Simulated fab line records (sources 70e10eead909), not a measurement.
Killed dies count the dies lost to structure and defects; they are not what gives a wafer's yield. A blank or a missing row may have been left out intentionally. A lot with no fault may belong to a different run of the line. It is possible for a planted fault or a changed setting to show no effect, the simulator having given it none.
fab line records	flow nandHarc
record: lots: 7	wafers: 19	lastDay: 24
route steps=1159 shown A_CHANNEL_FILL_D1@496
lots that met no fault: taken from a fault-free run of the same line
startH: hours from the record's first day to the start of the lot's first wafer shown	waitH: time in hours since the lot's previous step	" unchanged from the row above	L1.1+2: several wafers, shown together as one row	- no value, or no start given	* or withheld: withheld	< > ~ a bound
route shown NAME@n: a module of which the file shows steps, and the number in the route of the first	usual: average and standard deviation across the fault-free wafers	same: alike in all rows	chamber/n: place in a boat	sites: each site's reading	_std_site: standard deviation of those values	_edge_site: the outer-site mean with the inner-site mean subtracted	radiusMm: for every site, how far away it sits from the centre of the wafer	mask NAME#n: copy n	behind: the last tool/chamber to shape the wafer	hold: the reason the lot was held/the length of the hold in hours/how it ended	device: the n, p or np transistor that did not switch	end of line: the tests these same wafers got at the end of their route	a step given without rows: its recipe and nothing more	killed: dies that structure and defects cost at the first sort, which is not the same as the wafer's yield	map: a wafer's dies, x killed, . not, _ none there
set.NAME: the setting that was run; set.NAME@STEP: the one run at that earlier step	model.NAME: the simulator's own value behind a step, which no gauge read
certain route steps with their lots: each step a table, each wafer a row
services: a tool's chamber out of use, with start hour (startH, from the record's first day; less than 0 if before it), hours out, and reason
== steps ==
step: NHARC_A_CHANNEL_FILL_D1_ALD_16
recipe: targetThkA: 15	pulseTimeS: 10	aldCycles: 15	tempC: 300	material: SiO2
usual: heaterPowerW: 460/39	precursorPulseHeightRel: 0.998/0.021
lot.wafer	tool	chamber	startH	waitH	heaterPowerW	precursorPulseHeightRel
L207.2	aldHk-04	0	212.05	0.0	509	1.017
L207.4	"	2	"	"	443	0.985
L207.5	"	1	"	"	484	1.051
L211.4	aldHk-01	2	225.53	0.0	486	1.012
L211.3	"	1	"	"	406	0.954
L211.5	"	2	"	"	487	0.972
L215.4	aldHk-03	2	249.92	0.0	464	0.971
L215.3	"	3	"	"	488	0.988
L215.5	"	3	"	"	469	1.002
L219.3	aldHk-04	0	275.53	6.0	511	0.950
L219.5	"	2	"	"	452	0.988
L220.4	aldHk-01	2	279.67	0.1	507	1.041
L220.5	"	2	"	"	514	0.992
L224.2	aldHk-04	0	304.16	0.2	514	0.979
L224.1	"	1	"	"	496	1.013
L224.5	"	0	"	"	517	0.988
L226.4	aldHk-03	2	313.32	0.0	455	0.970
L226.3	"	3	"	"	471	1.008
L226.6	"	3	"	"	473	0.963
step: NHARC_A_CHANNEL_FILL_D1_ANNEAL_17
recipe: tempC: 850	timeS: 1800
step: NHARC_A_CHANNEL_FILL_D1_CVD_18
recipe: targetThkA: 30	tempC: 550	material: poly-Si
step: NHARC_A_CHANNEL_FILL_D1_ETCHBACK_19
recipe: targetDepthA: 50	timeS: 1.7	hbrFlowSccm: 150	cl2FlowSccm: 50	rfW: 400	icpW: 400	biasW: 100	chemistry: HBr/Cl2
step: NHARC_A_CHANNEL_FILL_D1_ETCHBACK_20
recipe: targetDepthA: 270	timeS: 13.5	c4f8FlowSccm: withheld	o2FlowSccm: 8	arFlowSccm: withheld	rfW: 600	biasW: 1500	chemistry: C4F8/O2/Ar
usual: chamberPressureMTorr: 25.000/0.022	oesProductAu: 0.98/0.035	rfVppV: 979/5.7	runLengthS: 34.5/0.37
lot.wafer	tool	chamber	startH	waitH	chamberPressureMTorr	oesProductAu	rfHoursCounterH	rfVppV	runLengthS
L207.4	rieDiel-06	3	227.85	-	24.996	1.00	4	987	34.6
L207.2	"	0	"	"	25.011	1.01	4	982	34.5
L207.5	"	2	"	"	24.966	0.99	-	982	34.5
L211.3	rieDiel-09	2	237.51	-	24.988	0.99	7	970	34.5
L211.5	"	2	"	"	25.022	0.99	-	971	34.3
L211.4	"	3	"	"	25.026	0.99	-	976	35.2
L215.4	rieDiel-06	0	261.81	-	25.010	1.00	0	982	34.5
L215.3	"	1	"	"	25.013	1.01	0	978	33.8
L215.5	"	0	"	"	25.016	0.99	-	982	34.5
L219.3	rieDiel-06	1	287.22	-	24.958	1.00	1	977	34.5
L219.5	"	0	"	"	24.957	1.01	-	981	34.9
L220.4	rieDiel-09	0	291.86	-	25.011	0.94	-	974	35.3
L220.5	"	2	"	"	25.013	0.99	-	969	34.3
L224.2	rieDiel-06	1	315.84	-	25.014	0.99	2	977	34.0
L224.1	"	3	"	"	24.986	1.00	2	987	34.5
L224.5	"	2	"	"	25.009	1.02	-	982	34.6
L226.3	rieDiel-09	3	326.76	-	25.007	1.01	2	975	34.5
L226.4	"	2	"	"	25.007	1.02	2	970	34.2
L226.6	"	0	"	"	25.026	0.98	-	972	35.0
step: NHARC_A_CHANNEL_FILL_D1_STRIP_28
recipe: timeS: 20	o2FlowSccm: 500	arFlowSccm: 0	biasW: 0	chemistry: O2
usual: chamberPressureMTorr: 59.99/0.053	drypumpMotorCurrentA: 5.7/0.38	oesProductAu: 1.003/0.016	rfVppV: 57.8/0.94	showerheadPlenumPTorr: 3.54/0.14	throttleValvePct: 17.036/0.0095
lot.wafer	tool	chamber	startH	waitH	chamberPressureMTorr	drypumpMotorCurrentA	oesProductAu	rfHoursCounterH	rfVppV	showerheadPlenumPTorr	throttleValvePct
L207.4	rieDiel-06	0	227.93	0.1	60.03	5.8	1.001	4	56.2	3.64	17.027
L207.2	"	3	"	"	60.07	6.0	1.010	4	58.1	3.75	17.013
L207.5	"	0	"	"	59.95	5.9	1.006	-	57.7	3.64	17.027
L211.3	rieDiel-09	3	237.62	0.1	60.05	5.8	1.011	6	58.6	3.44	17.044
L211.4	"	1	"	"	59.98	6.4	1.014	-	56.7	3.30	17.031
L211.5	"	3	"	"	59.99	5.8	1.008	-	56.1	3.44	17.027
L215.4	rieDiel-06	3	261.91	0.1	59.93	6.1	1.004	0	57.5	3.75	17.032
L215.3	"	0	"	"	59.97	5.8	1.002	0	57.9	3.64	17.036
L215.5	"	0	"	"	59.94	5.8	0.993	-	59.2	3.64	17.035
L219.3	rieDiel-06	3	287.32	0.1	59.95	6.0	1.004	1	58.6	3.75	17.013
L219.5	"	2	"	"	60.03	5.3	1.001	-	58.8	3.62	17.011
L220.5	rieDiel-09	0	291.95	0.0	59.94	5.3	0.973	-	57.6	3.41	17.032
L220.4	"	1	"	"	60.01	6.4	1.040	-	57.5	3.30	17.032
L224.2	rieDiel-06	3	315.94	0.1	59.89	6.0	1.002	2	57.7	3.75	17.040
L224.1	"	0	"	"	60.05	5.8	0.977	2	57.6	3.64	17.054
L224.5	"	1	"	"	59.83	6.2	0.989	-	59.2	3.48	17.022
L226.4	rieDiel-09	2	326.86	0.1	60.08	5.4	1.019	2	58.1	3.33	17.033
L226.3	"	0	"	"	59.99	5.3	0.977	2	56.4	3.41	17.038
L226.6	"	2	"	"	59.96	5.4	1.019	-	57.0	3.33	17.037
step: NHARC_A_CHANNEL_FILL_D1_PRECLEAN_21
recipe: timeS: 30	chemistry: dHF
step: NHARC_A_CHANNEL_FILL_D1_SRD_23
step: NHARC_A_CHANNEL_FILL_D1_CVD_05
recipe: targetThkA: 50	tempC: 550	material: poly-Si
step: NHARC_A_CHANNEL_FILL_D1_ANNEAL_22
recipe: tempC: 620	timeS: 7200
step: NHARC_A_CHANNEL_FILL_D1_THK_MEAS_06
recipe: thkMeasGauge: ellipsometry
usual: thkNm: 4.9/0.96
lot.wafer	tool	chamber	startH	waitH	thkNm
L207.2	filmMetro-02	-	239.46	0.4	2.5
L207.4	"	-	"	"	3.8
L207.5	"	-	"	"	4.9
L211.3	filmMetro-02	-	249.55	0.4	5.6
L211.4	"	-	"	"	3.3
L211.5	"	-	"	"	7.2
L215.3	filmMetro-01	-	273.87	0.4	4.3
L215.4	"	-	"	"	6.0
L215.5	"	-	"	"	7.3
L219.3	filmMetro-02	-	298.96	0.4	4.8
L219.5	"	-	"	"	4.8
L220.4	filmMetro-02	-	303.45	0.4	2.9
L220.5	"	-	"	"	4.8
L224.1	filmMetro-01	-	327.44	0.4	4.4
L224.2	"	-	"	"	5.1
L224.5	"	-	"	"	5.4
L226.3	filmMetro-01	-	338.37	0.4	3.3
L226.4	"	-	"	"	3.4
L226.6	"	-	"	"	6.9
step: NHARC_A_CHANNEL_FILL_D1_ALD_25
recipe: targetThkA: 600	pulseTimeS: 10	aldCycles: 600	tempC: 300	material: SiOx
usual: heaterPowerW: 463/41	precursorPulseHeightRel: 0.999/0.02
lot.wafer	tool	chamber	startH	waitH	heaterPowerW	precursorPulseHeightRel
L207.4	aldHk-03	1	240.87	1.4	520	0.984
L207.2	"	2	"	"	452	1.015
L207.5	"	1	243.35	3.9	512	0.984
L211.3	aldHk-01	0	250.22	0.7	473	0.970
L211.4	"	2	251.45	1.9	508	0.943
L211.5	"	3	"	"	423	1.009
L215.3	aldHk-04	0	276.99	3.1	509	0.994
L215.4	"	1	278.24	4.4	495	1.025
L215.5	"	0	281.97	8.1	513	1.012
L219.3	aldHk-04	1	300.85	1.9	499	1.002
L219.5	"	2	"	"	442	0.986
L220.4	aldHk-01	0	304.13	0.7	461	0.986
L220.5	"	3	305.99	2.5	427	0.995
L224.1	aldHk-04	2	328.73	1.3	448	0.992
L224.2	"	3	"	"	396	1.006
L224.5	"	1	330.58	3.1	505	0.985
L226.3	aldHk-01	1	338.44	0.1	437	1.008
L226.4	"	0	340.26	1.9	459	0.971
L226.6	"	1	"	"	420	1.006
step: NHARC_A_CHANNEL_FILL_D1_ETCHBACK_08
recipe: targetDepthA: 2200	timeS: 110	c4f8FlowSccm: 20	arFlowSccm: withheld	rfW: 600	biasW: 300	chemistry: C4F8
usual: chamberPressureMTorr: 25.004/0.024	oesProductAu: 0.96/0.038	rfVppV: 440.7/2.8	runLengthS: 131.2/0.42
lot.wafer	tool	chamber	startH	waitH	chamberPressureMTorr	oesProductAu	rfHoursCounterH	rfVppV	runLengthS
L207.2	rieDiel-09	2	246.47	-	25.007	0.92	7	438.0	131.0
L207.4	"	3	"	"	24.976	0.93	-	438.6	131.4
L207.5	"	1	"	"	25.000	0.93	-	436.0	130.5
L211.3	rieDiel-06	2	255.15	-	24.988	1.00	0	442.2	131.3
L211.4	"	1	"	"	25.033	1.02	0	439.2	130.3
L211.5	"	2	"	"	24.996	1.00	-	441.6	131.2
L215.3	rieDiel-06	3	285.07	-	24.999	0.92	1	444.4	131.7
L215.4	"	2	"	"	24.965	0.93	1	441.7	131.1
L215.5	"	0	"	"	25.009	0.92	-	442.8	154.7
L219.3	rieDiel-06	0	304.57	-	25.037	0.92	1	443.9	131.3
L219.5	"	0	"	"	25.007	0.91	-	443.3	154.5
L220.4	rieDiel-06	3	309.14	-	24.992	1.00	2	445.5	131.2
L220.5	"	1	"	"	25.001	1.00	-	439.4	154.2
L224.2	rieDiel-09	1	333.09	-	24.989	1.02	3	436.6	130.9
L224.1	"	2	"	"	24.936	1.01	3	436.5	131.0
L224.5	"	0	"	"	25.019	0.98	-	437.7	131.9
L226.4	rieDiel-09	3	343.92	-	25.035	0.93	3	438.5	131.6
L226.3	"	2	"	"	24.984	0.93	3	437.4	131.0
L226.6	"	3	"	"	25.038	0.94	-	439.9	131.0
step: NHARC_A_CHANNEL_FILL_D1_STRIP_29
recipe: timeS: 20	o2FlowSccm: 500	arFlowSccm: 0	biasW: 0	chemistry: O2
usual: chamberPressureMTorr: 59.99/0.12	drypumpMotorCurrentA: 5.8/0.37	oesProductAu: 1.005/0.015	rfVppV: 57.7/0.91	showerheadPlenumPTorr: 3.51/0.15	throttleValvePct: 17.037/0.0088
lot.wafer	tool	chamber	startH	waitH	chamberPressureMTorr	drypumpMotorCurrentA	oesProductAu	rfHoursCounterH	rfVppV	showerheadPlenumPTorr	throttleValvePct
L207.2	rieDiel-09	3	246.61	0.1	60.07	5.8	1.007	7	58.0	3.44	17.037
L207.4	"	2	"	"	60.01	5.4	1.014	-	57.4	3.33	17.027
L207.5	"	1	"	"	59.99	6.4	1.015	-	58.1	3.30	17.038
L211.3	rieDiel-06	0	-	-	60.00	5.8	0.994	0	57.1	3.64	17.025
L211.4	"	1	"	"	59.94	6.2	1.005	0	58.6	3.48	17.042
L211.5	"	3	"	"	59.96	6.0	1.013	-	57.8	3.75	17.039
L215.4	rieDiel-06	1	-	-	60.07	6.3	1.011	1	58.8	3.48	17.025
L215.3	"	2	"	"	59.97	5.4	1.006	1	57.3	3.62	17.032
L215.5	"	1	"	"	60.08	6.2	1.003	-	55.6	3.48	17.040
L219.3	rieDiel-06	2	-	-	60.08	5.3	1.007	1	55.8	3.62	17.053
L219.5	"	3	"	"	59.92	6.0	0.996	-	57.2	3.75	17.031
L220.4	rieDiel-06	1	-	-	60.00	6.3	0.995	2	58.0	3.48	17.040
L220.5	"	3	"	"	59.92	6.0	1.005	-	58.3	3.75	17.045
L224.1	rieDiel-09	2	-	-	60.02	5.5	1.016	3	57.8	3.33	17.049
L224.2	"	3	"	"	59.96	5.8	1.007	2	56.9	3.44	17.054
L224.5	"	2	"	"	59.96	5.5	1.020	-	57.7	3.33	17.056
L226.4	rieDiel-09	2	-	-	59.89	5.5	1.014	3	57.6	3.33	17.017
L226.3	"	1	"	"	59.96	6.4	1.019	3	56.7	3.30	17.028
L226.6	"	2	"	"	59.96	5.5	1.016	-	56.6	3.33	17.032
== services ==
tool	chamber	startH	hours	kind
rieDiel-09	0	189.71	8.1	repair
rieDiel-06	0	195.70	-	clean
rieDiel-06	1	195.70	-	clean
rieDiel-06	2	195.70	-	clean
rieDiel-06	3	195.70	-	clean
aldHk-01	-	217.36	0.6	repair
rieDiel-06	0	220.20	-	clean
rieDiel-06	1	220.20	-	clean
rieDiel-06	2	220.20	-	clean
rieDiel-06	3	220.20	-	clean
aldHk-03	-	224.91	1.1	repair
rieDiel-09	0	236.87	25.4	repair
rieDiel-06	-	241.20	9.0	pm
rieDiel-06	0	241.20	9.0	ventCycle
rieDiel-06	1	241.20	9.0	ventCycle
rieDiel-06	2	241.20	9.0	ventCycle
rieDiel-06	3	241.20	9.0	ventCycle
rieDiel-06	0	250.20	-	clean
rieDiel-06	1	250.20	-	clean
rieDiel-06	2	250.20	-	clean
rieDiel-06	3	250.20	-	clean
rieDiel-09	-	254.10	9.0	pm
rieDiel-09	3	281.93	21.8	repair
aldHk-03	-	322.00	10.0	pm
== key ==
firstSign: step: NHARC_A_CHANNEL_FILL_D1_ETCHBACK_08	reading: runLengthS	direction: up	sigmas: 55	usual: *	struck: *
effect none on later readings
metAt NHARC_A_CHANNEL_FILL_D1_ETCHBACK_08
struckWafers L215.5,L219.5,L220.5
testerLeftOut L215,L219,L220
onsetBetween 255.15 285.07
fault: kind: processParameterDrift	tool: rieDiel-06	chamber: -	onsetH: 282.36	steps: NHARC_A_CHANNEL_FILL_D1_ETCHBACK_08	channel: timeS	offset: *	shape: step	endH: 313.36	scope: struckWafersOnly	actsIn: *	stated: *
testerLeftOut: of these lots the tester's yield and bins aren't shown, on N5 and GAA mostly nor the transistor test; their killed dies are dies lost to structure and defects alone, not to doping, threshold or leakage, so they don't give the yield
